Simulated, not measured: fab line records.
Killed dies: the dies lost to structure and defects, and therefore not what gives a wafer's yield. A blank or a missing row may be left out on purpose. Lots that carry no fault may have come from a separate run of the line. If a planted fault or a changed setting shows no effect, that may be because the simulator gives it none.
fab line records	flow n5-finfet
record: lots: 7	wafers: 21
route steps=1938 shown GATE_CUT@484 MOL_CONTACT_COAG@562 BEOL_M0_SAQP@635
start-h: the number of hours between the record's first day and the start of the first shown wafer of the lot	wait-h: hours elapsed since this lot's preceding step	" unchanged from the row above	L1.1+2: one row covering several wafers at once	- no value present, or no start provided	* or withheld: withheld	< > ~ a bound
route shown NAME@n: NAME is a module with steps in the file, n the number in the route of the first one	usual: mean and standard deviation over wafers with no fault	same: alike in all rows	chamber/n: place in a boat	sites: per-site readings	_std_site: standard deviation of those values	_edge_site: inner sites' mean taken away from outer sites' mean	radius-mm: how far each site lies from the wafer's centre	mask NAME#n: copy n	behind: the tool/chamber that last shaped the wafer	hold: reason for holding the lot/hours on hold/outcome of the hold	device: which transistor (n, p or np) failed to switch	end of line: the route-end tests of the same wafers	for a step that has no rows: nothing shown but its recipe	killed: not the wafer's yield, but the dies lost to structure and defects at the first sort	map: per-die view of a wafer (x killed, . not killed, _ where there is no die)
set.NAME: the setting that was run; set.NAME@STEP: the one run at that earlier step	model.NAME: the simulator's own value behind a step, which no gauge read
one table per step and one row per wafer, for lots whose settings were changed on purpose
== steps ==
step: N5_GATE_CUT_EXPOSE_10
recipe: mask-id: GATE_CUT	na: 0.33	source-shape: annular	sigma-inner: 0.35	sigma-outer: 0.8	polarization: unpolarized	target-cd-nm: 20	dose-mj: 43.25
lot.wafer	tool	chamber	start-h	wait-h	mask	set.dose-mj
L079.1+2	euv-scanner-02	0	114.67	-	GATE_CUT#0	46.1
L079.5	"	0	"	"	GATE_CUT#0	43.25
L081.1+4+5	euv-scanner-02	0	140.37	-	GATE_CUT#0	43.25
L082.2+4	euv-scanner-01	0	143.18	-	GATE_CUT#0	43.25
L082.5	"	0	"	"	GATE_CUT#0	40.41
L086.1	euv-scanner-01	0	163.13	-	GATE_CUT#0	43.25
L086.5+6	"	0	"	"	GATE_CUT#0	46.37
L087.1+2	euv-scanner-02	0	165.54	-	GATE_CUT#0	43.25
L087.5	"	0	"	"	GATE_CUT#0	46.16
L090.1+6	euv-scanner-01	0	192.11	-	GATE_CUT#0	45.39
L090.5	"	0	"	"	GATE_CUT#0	43.25
L096.2	euv-scanner-01	0	222.25	-	GATE_CUT#0	43.25
L096.5+6	"	0	"	"	GATE_CUT#0	45.85
step: N5_GATE_CUT_PEB_11
recipe: peb-temp-c: 100	peb-time-s: 60	resist: CAR-EUV
step: N5_GATE_CUT_DEVELOP_12
recipe: develop-time-s: 30	developer: TMAH	resist: CAR-EUV	rinse-liquid: surfactant-rinse	dry: air-spin	dev-temp-c: 23
step: N5_GATE_CUT_CD_MEAS_13
recipe: target-cd-nm: 20	landing-energy-ev: 500	detector: se-inlens
usual: cd-nm: 20.00/0.23
lot.wafer	tool	chamber	start-h	wait-h	set.dose-mj@GATE_CUT_EXPOSE_10	cd-nm
L079.1	cd-sem-01	0	114.80	-	46.1	21.19
L079.2	"	0	"	"	46.1	21.05
L079.5	"	0	"	"	43.25	19.80
L081.1	cd-sem-02	0	140.50	-	43.25	20.06
L081.4	"	0	"	"	43.25	19.82
L081.5	"	0	"	"	43.25	19.89
L082.2	cd-sem-01	0	143.30	-	43.25	19.80
L082.4	"	0	"	"	43.25	19.91
L082.5	"	0	"	"	40.41	18.53
L086.1	cd-sem-03	0	163.26	-	43.25	19.80
L086.5	"	0	"	"	46.37	21.38
L086.6	"	0	"	"	46.37	21.33
L087.1	cd-sem-03	0	165.68	-	43.25	20.29
L087.2	"	0	"	"	43.25	20.29
L087.5	"	0	"	"	46.16	21.68
L090.1	cd-sem-01	0	192.24	-	45.39	21.45
L090.5	"	0	"	"	43.25	19.73
L090.6	"	0	"	"	45.39	21.33
L096.2	cd-sem-01	0	222.38	-	43.25	20.01
L096.5	"	0	"	"	45.85	21.08
L096.6	"	0	"	"	45.85	21.00
step: N5_GATE_CUT_DESCUM_18
recipe: chemistry: O2	time-s: 7	source-power-w: 50	bias-power-w: 20	pressure-mtorr: 20	rf-frequency-hz: 2.712e+07	temp-c: 40	resist: CAR-EUV	o2-flow-sccm: 225
lot.wafer	tool	chamber	start-h	wait-h	set.dose-mj@GATE_CUT_EXPOSE_10	model.GATE_CUT.cd-nm
L079.1+2	rie-diel-02	0,1	115.17	0.3	46.1	21
L079.5	"	1	"	"	43.25	19.8
L081.1+4	rie-diel-02	3,2	140.63	0.0	43.25	20
L081.5	"	1	"	"	43.25	19.8
L082.2	rie-diel-06	1	143.42	0.0	43.25	20
L082.4	"	0	"	"	43.25	19.8
L082.5	"	0	"	"	40.41	18.2
L086.1	rie-diel-06	0	163.39	0.0	43.25	19.8
L086.5	"	3	"	"	46.37	21.2
L086.6	"	2	"	"	46.37	21.4
L087.1	rie-diel-02	3	166.59	0.8	43.25	20.2
L087.2	"	2	"	"	43.25	20
L087.5	"	2	"	"	46.16	21.6
L090.1	rie-diel-06	3	192.36	0.0	45.39	21.2
L090.5	"	3	"	"	43.25	20
L090.6	"	2	"	"	45.39	21
L096.2	rie-diel-06	3	222.50	0.0	43.25	20
L096.5+6	"	1,0	"	"	45.85	21.2
step: N5_GATE_CUT_ETCH_28
recipe: chemistry: N2/H2	target: underlayer	target-depth-a: 130	mask-material: CAR-EUV	time-s: 10.4	ion-energy-ev: 200	pressure-mtorr: 30	source-w: 840	bias-w: 150	n2-flow-sccm: 200	h2-flow-sccm: 200	ends: cleared
step: N5_GATE_CUT_ETCH_36
recipe: chemistry: CF4	target: SiARC	target-depth-a: 130	mask-material: CAR-EUV	time-s: 21.7	ion-energy-ev: 80	pressure-mtorr: 40	source-w: 545	bias-w: 36	Ar_flow_sccm: 100	cf4-flow-sccm: 100	ends: cleared
lot.wafer	tool	chamber	start-h	wait-h	set.dose-mj@GATE_CUT_EXPOSE_10	model.GATE_CUT.cd-nm
L079.1+2	rie-diel-02	0,1	115.25	0.0	46.1	21
L079.5	"	1	"	"	43.25	19.6
L081.1	rie-diel-02	3	140.68	0.0	43.25	20
L081.4+5	"	2,1	"	"	43.25	19.8
L082.2	rie-diel-06	1	143.48	0.0	43.25	20
L082.4	"	0	"	"	43.25	19.8
L082.5	"	0	"	"	40.41	18.4
L086.1	rie-diel-06	0	163.44	0.0	43.25	19.8
L086.5	"	3	"	"	46.37	21
L086.6	"	2	"	"	46.37	21.2
L087.1	rie-diel-02	3	166.64	0.0	43.25	20.2
L087.2	"	2	"	"	43.25	20
L087.5	"	2	"	"	46.16	21.4
L090.1	rie-diel-06	3	192.42	0.0	45.39	21.2
L090.5	"	3	"	"	43.25	20.2
L090.6	"	2	"	"	45.39	21
L096.2	rie-diel-06	3	222.55	0.0	43.25	20
L096.5	"	1	"	"	45.85	21.4
L096.6	"	0	"	"	45.85	21.2
step: N5_GATE_CUT_ETCH_37
recipe: chemistry: N2/H2	target: SOC	target-depth-a: 600	overetch-a: 120	mask-material: SiARC	temp-c: 40	time-s: 90	ion-energy-ev: 200	pressure-mtorr: 30	source-w: 840	bias-w: 150	n2-flow-sccm: 200	h2-flow-sccm: 200
step: N5_GATE_CUT_STRIP_38
recipe: chemistry: N2/H2	temp-c: 40	n2-flow-sccm: 200	h2-flow-sccm: 200	rf-frequency-hz: 6e+07
step: N5_GATE_CUT_STRIP_39
recipe: chemistry: N2/H2	temp-c: 40	n2-flow-sccm: 200	h2-flow-sccm: 200	rf-frequency-hz: 6e+07
step: N5_GATE_CUT_HM_OPEN_40
recipe: chemistry: C4F6/O2	target: SiO2	mask-material: SiARC	target-depth-a: 1390	time-s: 85.1	ion-energy-ev: 250	pressure-mtorr: 30	source-w: 345	bias-w: 185	Ar_flow_sccm: 300	C4F6_flow_sccm: 10	O2_flow_sccm: 10	ends: cleared
lot.wafer	tool	chamber	start-h	wait-h	set.dose-mj@GATE_CUT_EXPOSE_10	model.GATE_CUT.cd-nm
L079.1	rie-diel-02	0	115.42	0.0	46.1	20.8
L079.2	"	1	"	"	46.1	21
L079.5	"	1	"	"	43.25	19.8
L081.1+4+5	rie-diel-02	3,2,1	140.79	0.0	43.25	19.8
L082.2	rie-diel-06	1	143.59	0.0	43.25	20.2
L082.4	"	0	"	"	43.25	19.8
L082.5	"	0	"	"	40.41	18.4
L086.1	rie-diel-06	0	163.55	0.0	43.25	19.8
L086.5	"	3	"	"	46.37	21.2
L086.6	"	2	"	"	46.37	21.4
L087.1+2	rie-diel-02	3,2	166.75	0.0	43.25	20
L087.5	"	2	"	"	46.16	21.6
L090.1+6	rie-diel-06	3,2	192.53	0.0	45.39	21.2
L090.5	"	3	"	"	43.25	20.2
L096.2	rie-diel-06	3	222.66	0.0	43.25	20
L096.5+6	"	1,0	"	"	45.85	21.4
step: N5_GATE_CUT_STRIP_41
recipe: chemistry: CF4	resist: SiARC	power-w: 300	bias-power-w: 75	pressure-mtorr: 50	cf4-flow-sccm: 150	rf-frequency-hz: 6e+07
step: N5_GATE_CUT_STRIP_42
recipe: chemistry: O2	power-w: 400	temp-c: 40	pressure-mtorr: 30	rf-frequency-hz: 6e+07	bias-power-w: 0	overash-fraction: 0.3	o2-flow-sccm: 225
step: N5_GATE_CUT_CUT_ETCH_54
recipe: chemistry: Cl2/BCl3	target: TiN	mask-material: SiO2	target-depth-a: 967	pressure-mtorr: 10	icp-w: 1000	bias-w: 126	Cl2_flow_sccm: 53.25	bcl3-flow-sccm: 21.75	Ar_flow_sccm: 25	ends: cleared
step: N5_GATE_CUT_CUT_ETCH_55
recipe: chemistry: BCl3	target: HfO2	mask-material: SiO2	target-depth-a: 32	ion-energy-ev: 30	pressure-mtorr: 5	icp-w: 450	bias-w: 18	bcl3-flow-sccm: 80
step: N5_GATE_CUT_ETCH_47
recipe: chemistry: Cl2/BCl3	target: SiO2	target-depth-a: 100	pressure-mtorr: 10	icp-w: 1000	bias-w: 126	Cl2_flow_sccm: 53.25	bcl3-flow-sccm: 21.75	Ar_flow_sccm: 25
lot.wafer	tool	chamber	start-h	wait-h	set.dose-mj@GATE_CUT_EXPOSE_10	model.GATE_CUT.cd-nm
L079.1+2	rie-metal-01	1,0	115.93	0.0	46.1	21
L079.5	"	1	"	"	43.25	19.6
L081.1	rie-metal-03	1	141.17	0.0	43.25	19.8
L081.4+5	"	1,0	"	"	43.25	20
L082.2	rie-metal-02	1	143.97	0.0	43.25	20.8
L082.4	"	1	"	"	43.25	20.4
L082.5	"	1	"	"	40.41	18.6
L086.1	rie-metal-02	0	163.93	0.0	43.25	19.8
L086.5	"	0	"	"	46.37	21.2
L086.6	"	1	"	"	46.37	21.4
L087.1	rie-metal-02	0	167.13	0.0	43.25	19.8
L087.2	"	1	"	"	43.25	20
L087.5	"	1	"	"	46.16	21.4
L090.1	rie-metal-01	0	192.91	0.0	45.39	21.4
L090.5	"	0	"	"	43.25	20
L090.6	"	1	"	"	45.39	21.2
L096.2	rie-metal-01	1	223.04	0.0	43.25	19.6
L096.5+6	"	1,0	"	"	45.85	21.2
step: N5_MOL_CONTACT_COAG_ALD_123
recipe: material: SiNx	target-thk-a: 50	temp-c: 400	ald-precursor-family: SiH2I2	ald-co-reactant: N2/H2-plasma	pulse-time-s: 1	purge-time-s: 2	co-reactant-purge-time-s: 2	ald-cycles: 100	pressure-torr: 2
lot.wafer	tool	chamber	start-h	wait-h	set.ald-cycles	model.SiNx_of_MOL_CONTACT_COAG_ALD_123.thk-nm
L079.1+2+5	ald-sin-04	3,2,3	127.55	0.4	100	5
L081.1+4+5	ald-sin-02	1,0,3	153.09	0.0	100	5
L082.2+4+5	ald-sin-01	2,1,1	156.55	0.0	100	5
L086.1+5+6	ald-sin-02	0,2,3	178.57	2.0	100	5
L087.1+2+5	ald-sin-01	0,1,2	184.01	1.8	100	5
L090.1+5	ald-sin-01	1	206.90	0.0	109	5.4
L090.6	"	0	"	"	100	5
L096.2+6	ald-sin-02	3,0	236.01	0.0	93	4.6
L096.5	"	1	"	"	100	5
step: N5_MOL_CONTACT_COAG_COAT_76
recipe: resist: SiARC	temp-c: 220	time-s: 60	spin-rpm: 1500	resist-thk-nm: 10
lot.wafer	tool	chamber	start-h	wait-h	set.spin-rpm	model.SiARC_of_MOL_CONTACT_COAG_COAT_76.thk-nm
L079.1	litho-track-05	0	-	-	1500	10
L079.2+5	"	0	"	"	1420	10.2
L081.1+4+5	litho-track-01	0	-	-	1500	10
L082.2+4+5	litho-track-03	0	-	-	1500	10
L086.1+5	litho-track-03	0	-	-	1500	10
L086.6	"	0	"	"	1361	10.4
L087.1	litho-track-01	0	-	-	1621	9.6
L087.2+5	"	0	"	"	1500	10
L090.1+5+6	litho-track-01	0	-	-	1500	10
L096.2+6	litho-track-01	0	-	-	1579	9.8
L096.5	"	0	"	"	1500	10
step: N5_MOL_CONTACT_COAG_COAT_77
recipe: resist: underlayer	temp-c: 205	time-s: 60	spin-rpm: 1500	resist-thk-nm: 10
step: N5_MOL_CONTACT_COAG_COAT_78
recipe: resist: CAR-EUV	spin-rpm: 1500	resist-thk-nm: 40
step: N5_MOL_CONTACT_COAG_DESCUM_88
recipe: chemistry: O2	time-s: 7	source-power-w: 50	bias-power-w: 20	pressure-mtorr: 20	rf-frequency-hz: 2.712e+07	temp-c: 40	resist: CAR-EUV	o2-flow-sccm: 225
step: N5_MOL_CONTACT_COAG_ETCH_89
recipe: chemistry: N2/H2	target: underlayer	target-depth-a: 130	mask-material: CAR-EUV	time-s: 10.4	ion-energy-ev: 200	pressure-mtorr: 30	source-w: 840	bias-w: 150	n2-flow-sccm: 200	h2-flow-sccm: 200	ends: cleared
step: N5_MOL_CONTACT_COAG_ETCH_90
recipe: chemistry: CF4	target: SiARC	target-depth-a: 130	mask-material: CAR-EUV	time-s: 21.7	ion-energy-ev: 80	pressure-mtorr: 40	source-w: 545	bias-w: 36	Ar_flow_sccm: 100	cf4-flow-sccm: 100	ends: cleared
lot.wafer	tool	chamber	start-h	wait-h	set.spin-rpm@MOL_CONTACT_COAG_COAT_76	model.etch.depth-nm
L079.1	rie-diel-01	1	129.08	0.0	1500	9.967
L079.2	"	0	"	"	1420	10.23
L079.5	"	1	"	"	1420	10.25
L081.1	rie-diel-01	2	154.45	0.0	1500	9.975
L081.4	"	1	"	"	1500	9.997
L081.5	"	1	"	"	1500	9.98
L082.2+4	rie-diel-03	3,1	157.69	0.0	1500	9.942
L082.5	"	3	"	"	1500	9.951
L086.1	rie-diel-01	3	179.59	0.0	1500	9.963
L086.5	"	0	"	"	1500	9.94
L086.6	"	1	"	"	1361	10.43
L087.1	rie-diel-04	1	185.03	0.0	1621	9.536
L087.2	"	2	"	"	1500	9.943
L087.5	"	2	"	"	1500	9.984
L090.1	rie-diel-03	0	208.31	0.0	1500	9.929
L090.5	"	3	"	"	1500	9.932
L090.6	"	2	"	"	1500	9.973
L096.2	rie-diel-03	0	237.32	0.0	1579	9.79
L096.5	"	1	"	"	1500	9.999
L096.6	"	0	"	"	1579	9.775
step: N5_MOL_CONTACT_COAG_ALD_131
recipe: material: SiO2	target-thk-a: 50	temp-c: 100	ald-precursor-family: BDEAS	ald-co-reactant: O2-plasma	pulse-time-s: 1	co-reactant-pulse-time-s: 1	purge-time-s: 2	co-reactant-purge-time-s: 2	ald-cycles: 35	pressure-torr: 2
step: N5_MOL_CONTACT_COAG_ETCHBACK_132
recipe: chemistry: CHF3	target: SiO2	target-depth-a: 100	time-s: 6.7	ion-energy-ev: 200	pressure-mtorr: 30	source-w: 610	bias-w: 170	Ar_flow_sccm: 200	CHF3_flow_sccm: 50
step: N5_MOL_CONTACT_COAG_ETCH_91
recipe: chemistry: N2/H2	target: SOC	target-depth-a: 600	overetch-a: 210	mask-material: SiARC	temp-c: 40	time-s: 101.2	ion-energy-ev: 200	pressure-mtorr: 30	source-w: 840	bias-w: 150	n2-flow-sccm: 200	h2-flow-sccm: 200
lot.wafer	tool	chamber	start-h	wait-h	set.spin-rpm@MOL_CONTACT_COAG_COAT_76	model.SiARC_of_MOL_CONTACT_COAG_COAT_76.thk-nm
L079.1	rie-diel-01	1	129.37	0.0	1500	5.8
L079.2+5	"	0,3	"	"	1420	6
L081.1+4	rie-diel-03	2,0	154.74	0.0	1500	6
L081.5	"	3	"	"	1500	5.8
L082.2+4+5	rie-diel-01	1,3,1	157.99	0.0	1500	5.8
L086.1	rie-diel-03	2	180.30	0.0	1500	6
L086.5	"	1	"	"	1500	5.8
L086.6	"	2	"	"	1361	6.4
L087.1	rie-diel-01	3	185.58	0.0	1621	5.4
L087.2+5	"	1,2	"	"	1500	5.8
L090.1+5+6	rie-diel-04	2,3,2	208.60	0.0	1500	5.8
L096.2	rie-diel-03	0	237.85	0.0	1579	5.8
L096.5	"	0	"	"	1500	6
L096.6	"	1	"	"	1579	5.6
step: N5_MOL_CONTACT_COAG_STRIP_92
recipe: chemistry: N2/H2	temp-c: 40	n2-flow-sccm: 200	h2-flow-sccm: 200	rf-frequency-hz: 6e+07
step: N5_MOL_CONTACT_COAG_STRIP_93
recipe: chemistry: N2/H2	temp-c: 40	n2-flow-sccm: 200	h2-flow-sccm: 200	rf-frequency-hz: 6e+07
step: N5_MOL_CONTACT_COAG_STRIP_120
recipe: chemistry: CHF3	resist: SiARC	rf-frequency-hz: 6e+07
step: N5_MOL_CONTACT_COAG_VIA_ETCH_117
recipe: chemistry: C4F6/O2	target-depth-a: 400	overetch-a: 80	mask-material: SOC	target: SiO2	bias-w: 455	pressure-mtorr: 10	time-s: 26	source-w: 325	Ar_flow_sccm: 300	C4F6_flow_sccm: 10	O2_flow_sccm: 10	ion-energy-ev: 575.3	ends: end-point
step: N5_MOL_CONTACT_COAG_ETCH_124
recipe: chemistry: CH3F/O2	target: SiNx	target-depth-a: 65	mask-material: SOC	stop-on: SiOC	over-etch-frac: 0.3	ion-energy-ev: 120	pressure-mtorr: 30	source-w: 395	bias-w: 73	Ar_flow_sccm: 150	CH3F_flow_sccm: 30	O2_flow_sccm: 20	ends: end-point
lot.wafer	tool	chamber	start-h	wait-h	set.ald-cycles@MOL_CONTACT_COAG_ALD_123	model.etch.depth-nm
L079.1	rie-diel-03	2	131.02	0.0	100	4.962
L079.2	"	0	"	"	100	4.976
L079.5	"	2	"	"	100	4.968
L081.1	rie-diel-01	3	156.22	0.0	100	5.004
L081.4	"	2	"	"	100	4.974
L081.5	"	0	"	"	100	4.965
L082.2	rie-diel-01	0	159.59	0.0	100	4.997
L082.4	"	3	"	"	100	5.027
L082.5	"	2	"	"	100	5.022
L086.1	rie-diel-03	3	182.32	0.0	100	4.989
L086.5	"	3	"	"	100	5.002
L086.6	"	2	"	"	100	5.016
L087.1	rie-diel-01	3	191.46	0.0	100	5.01
L087.2+5	"	1,2	"	"	100	5.012
L090.1	rie-diel-03	2	210.13	0.0	109	5.472
L090.5	"	3	"	"	109	5.468
L090.6	"	0	"	"	100	5.022
L096.2	rie-diel-04	2	239.29	0.0	93	4.651
L096.5	"	0	"	"	100	5.006
L096.6	"	3	"	"	93	4.654
step: N5_BEOL_M0_SAQP_PECVD_03
recipe: material: SiCN	target-thk-a: 120	temp-c: withheld	precursor: 3MS/NH3	pressure-torr: 3	rf-w: 202	time-s: 21.1
lot.wafer	tool	chamber	start-h	wait-h	set.time-s	model.SiCN_of_BEOL_M0_SAQP_PECVD_03.thk-nm
L079.1	pecvd-03	2	136.40	0.1	21.1	12.2
L079.2+5	"	0,2	"	"	21.1	12
L081.1	pecvd-03	0	162.12	0.1	21.1	11.6
L081.4+5	"	1,2	"	"	21.1	12
L082.2	pecvd-03	2	166.05	0.1	21.1	12
L082.4	"	2	"	"	21.92	12.8
L082.5	"	0	"	"	21.92	13
L086.1	pecvd-03	1	187.40	0.1	19.49	11
L086.5	"	2	"	"	19.49	11.2
L086.6	"	0	"	"	21.1	12
L087.1+2+5	pecvd-04	2,1,0	196.12	0.1	21.1	12
L090.1	pecvd-03	0	215.39	0.1	21.1	11.8
L090.5	"	0	"	"	21.1	12
L090.6	"	2	"	"	22.24	12.6
L096.2	pecvd-02	1	247.04	0.1	19.41	11
L096.5+6	"	1,0	"	"	21.1	12.2
step: N5_BEOL_M0_SAQP_EXPOSE_11
recipe: mask-id: M0_CORE	na: 1.35	source-shape: dipole	sigma-inner: 0.538	sigma-outer: 0.738	polarization: te	target-cd-nm: 42	dose-mj: 55
lot.wafer	tool	chamber	start-h	wait-h	mask	set.dose-mj
L079.1	arfi-scanner-03	0	136.99	-	M0_CORE#0	55
L079.2+5	"	0	"	"	M0_CORE#0	56.76
L081.1+4+5	arfi-scanner-02	0	162.68	-	M0_CORE#0	55
L082.2+4+5	arfi-scanner-01	0	166.64	-	M0_CORE#0	55
L086.1+5+6	arfi-scanner-01	0	187.98	-	M0_CORE#0	55
L087.1+5	arfi-scanner-01	0	196.56	-	M0_CORE#0	56.88
L087.2	"	0	"	"	M0_CORE#0	55
L090.1	arfi-scanner-02	0	215.95	-	M0_CORE#0	55
L090.5+6	"	0	"	"	M0_CORE#0	53.94
L096.2+5+6	arfi-scanner-03	0	247.61	-	M0_CORE#0	55
step: N5_BEOL_M0_SAQP_PEB_12
recipe: peb-temp-c: withheld	peb-time-s: 60	resist: CAR-ArF
step: N5_BEOL_M0_SAQP_DEVELOP_13
recipe: develop-time-s: 30	developer: TMAH	resist: CAR-ArF	dev-temp-c: 23	rinse-liquid: diw	dry: air-spin
step: N5_BEOL_M0_SAQP_CD_MEAS_14
recipe: target-cd-nm: 42.5	landing-energy-ev: 500	detector: se-inlens
usual: cd-nm: 42.55/0.29
lot.wafer	tool	chamber	start-h	wait-h	set.dose-mj@BEOL_M0_SAQP_EXPOSE_11	cd-nm
L079.1	cd-sem-02	0	137.12	-	55	42.25
L079.2	"	0	"	"	56.76	41.57
L079.5	"	0	"	"	56.76	41.53
L081.1	cd-sem-03	0	162.81	-	55	42.89
L081.4	"	0	"	"	55	42.83
L081.5	"	0	"	"	55	42.62
L082.2	cd-sem-01	0	166.76	-	55	42.53
L082.4	"	0	"	"	55	42.67
L082.5	"	0	"	"	55	42.73
L086.1	cd-sem-01	0	188.10	-	55	41.99
L086.5	"	0	"	"	55	41.89
L086.6	"	0	"	"	55	42.08
L087.1	cd-sem-03	0	196.69	-	56.88	41.02
L087.2	"	0	"	"	55	42.20
L087.5	"	0	"	"	56.88	40.93
L090.1	cd-sem-01	0	216.08	-	55	42.29
L090.5	"	0	"	"	53.94	42.71
L090.6	"	0	"	"	53.94	42.73
L096.2	cd-sem-01	0	247.74	-	55	42.47
L096.5	"	0	"	"	55	42.46
L096.6	"	0	"	"	55	42.80
== key ==
split: step: N5_GATE_CUT_EXPOSE_10	setting: dose-mj	stated: 43.25	by: wafer
response: step: N5_GATE_CUT_CD_MEAS_13	reading: cd-nm	change: +0.214	per: 1%	r: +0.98
response: step: N5_GATE_CUT_DESCUM_18	reading: model.GATE_CUT.cd-nm	change: +0.215	per: 1%	r: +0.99
response: step: N5_GATE_CUT_ETCH_36	reading: model.GATE_CUT.cd-nm	change: +0.202	per: 1%	r: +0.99
response: step: N5_GATE_CUT_HM_OPEN_40	reading: model.GATE_CUT.cd-nm	change: +0.216	per: 1%	r: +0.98
response: step: N5_GATE_CUT_ETCH_47	reading: model.GATE_CUT.cd-nm	change: +0.243	per: 1%	r: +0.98
split: step: N5_MOL_CONTACT_COAG_ALD_123	setting: ald-cycles	stated: 100	by: wafer
response: step: N5_MOL_CONTACT_COAG_ALD_123	reading: model.SiNx_of_MOL_CONTACT_COAG_ALD_123.thk-nm	change: +0.0492	per: 1%	r: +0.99
response: step: N5_MOL_CONTACT_COAG_ETCH_124	reading: model.etch.depth-nm	change: +0.0501	per: 1%	r: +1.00
split: step: N5_MOL_CONTACT_COAG_COAT_76	setting: spin-rpm	stated: 1500	by: wafer
response: step: N5_MOL_CONTACT_COAG_COAT_76	reading: model.SiARC_of_MOL_CONTACT_COAG_COAT_76.thk-nm	change: -0.0437	per: 1%	r: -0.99
response: step: N5_MOL_CONTACT_COAG_ETCH_90	reading: model.etch.depth-nm	change: -0.0508	per: 1%	r: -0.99
response: step: N5_MOL_CONTACT_COAG_ETCH_91	reading: model.SiARC_of_MOL_CONTACT_COAG_COAT_76.thk-nm	change: -0.0507	per: 1%	r: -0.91
split: step: N5_BEOL_M0_SAQP_PECVD_03	setting: time-s	stated: 21.1	by: wafer
response: step: N5_BEOL_M0_SAQP_PECVD_03	reading: model.SiCN_of_BEOL_M0_SAQP_PECVD_03.thk-nm	change: +0.143	per: 1%	r: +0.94
split: step: N5_BEOL_M0_SAQP_EXPOSE_11	setting: dose-mj	stated: 55	by: wafer
response: step: N5_BEOL_M0_SAQP_CD_MEAS_14	reading: cd-nm	change: -0.283	per: 1%	r: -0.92
